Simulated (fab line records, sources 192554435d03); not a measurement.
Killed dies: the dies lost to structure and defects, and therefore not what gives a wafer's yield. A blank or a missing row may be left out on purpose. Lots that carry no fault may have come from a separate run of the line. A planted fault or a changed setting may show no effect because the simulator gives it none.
Which tool was responsible? ; flow n5-finfet ; Sampling: 13 lots, 39 wafers, 3 of 1938 route steps

== WHAT EACH GAUGE READ, for each wafer ==
N5_SPACER0_INSPECT_04: inspects for defects (darkfield).
lot;measured;on;raw-defect-count
L933;day 3 04:10;defect-inspect-01;145 113 140
L934;day 3 04:53;defect-inspect-02;140 110 105
L935;day 3 13:40;defect-inspect-02;122 87 161
L937;day 4 03:49;defect-inspect-01;80 123 88
L938;day 4 07:26;defect-inspect-02;99 153 123
L939;day 4 15:38;defect-inspect-02;160 106 127
L940;day 4 18:58;defect-inspect-02;133 125 96
L941;day 5 00:31;defect-inspect-01;127 74 102
L951;day 7 18:13;defect-inspect-01;155 107 160
L952;day 7 22:17;defect-inspect-01;131 109 130
L954;day 8 10:24;defect-inspect-01;175 103 85
L955;day 8 15:42;defect-inspect-02;172 135 96
L956;day 8 18:45;defect-inspect-01;166 135 123

N5_SD_EPI_N_CD_MEAS_09 targets a cd of 120 nm.
lot;measured;on;cd-nm (nm)
L933;day 3 04:34;cd-sem-02;120.4 120.4 119.8
L934;day 3 05:17;cd-sem-01;120.2 120.5 119.8
L935;day 3 13:56;cd-sem-03;119.3 119.6 119.1
L937;day 4 04:13;cd-sem-01;121.0 119.8 121.4
L938;day 4 07:50;cd-sem-03;120.4 119.6 119.6
L939;day 4 16:02;cd-sem-03;119.6 119.6 119.4
L940;day 4 19:15;cd-sem-03;120.2 120.5 120.3
L941;day 5 00:55;cd-sem-03;120.2 120.0 120.3
L951;day 7 18:37;cd-sem-02;120.7 122.0 121.7
L952;day 7 22:41;cd-sem-02;120.5 120.1 119.7
L954;day 8 10:48;cd-sem-02;120.9 120.1 119.3
L955;day 8 15:59;cd-sem-01;119.9 120.2 120.2
L956;day 8 19:01;cd-sem-02;120.4 120.5 120.6

N5_SD_EPI_N_INSPECT_11: inspects for defects (macro).
lot;measured;on;raw-defect-count
L933;day 3 04:37;defect-inspect-01;3 2 1
L934;day 3 05:20;defect-inspect-02;2 3 3
L935;day 3 13:59;defect-inspect-02;0 3 1
L937;day 4 04:16;defect-inspect-02;3 1 2
L938;day 4 07:53;defect-inspect-02;1 4 1
L939;day 4 16:06;defect-inspect-01;2 3 7
L940;day 4 19:18;defect-inspect-02;0 3 3
L941;day 5 00:58;defect-inspect-01;1 1 3
L951;day 7 18:40;defect-inspect-01;2 1 0
L952;day 7 22:44;defect-inspect-01;7 1 1
L954;day 8 10:51;defect-inspect-01;0 0 3
L955;day 8 16:02;defect-inspect-02;3 0 0
L956;day 8 19:05;defect-inspect-01;1 4 3

== WHICH TOOL RAN EACH LOT (tool, then ch and the chambers of the sampled wafers, then the start) ==
There is no process step in the record ahead of these readings.

== WHAT THE TOOLS THEMSELVES READ (means of the sampled wafers that have a number; where no wafer has one, the mark that the record gives instead) ==
The record holds no such reading with a usual standard deviation.

== THE ANSWER, worked out from the rows above alone ==
Rule: usual is defined by the lots themselves. Put in order of their means at a reading, lots are off if they are a third of the lots or fewer, leave a main group of 4 or more, and stand apart from it by a gap of 3 or more times the standard deviation of the main group's means; of several such gaps the widest counts. Not used: any main group whose means are identical at the precision the tables above print for the reading. Also off: a lot with no number at a reading for which 4 or more lots have one. All remaining lots with rows at the step are treated as sound. Order of review: gauges by route order, followed by the tools' own readings, for which a lot's mean as printed above is used. The first step at which some lot is off is used, and at that step the reading that is off furthest; a lot without a number counts as furthest.
No lot is off at any reading shown: from this, nothing can be told.

== WHAT THE SIMULATOR PUT IN ==
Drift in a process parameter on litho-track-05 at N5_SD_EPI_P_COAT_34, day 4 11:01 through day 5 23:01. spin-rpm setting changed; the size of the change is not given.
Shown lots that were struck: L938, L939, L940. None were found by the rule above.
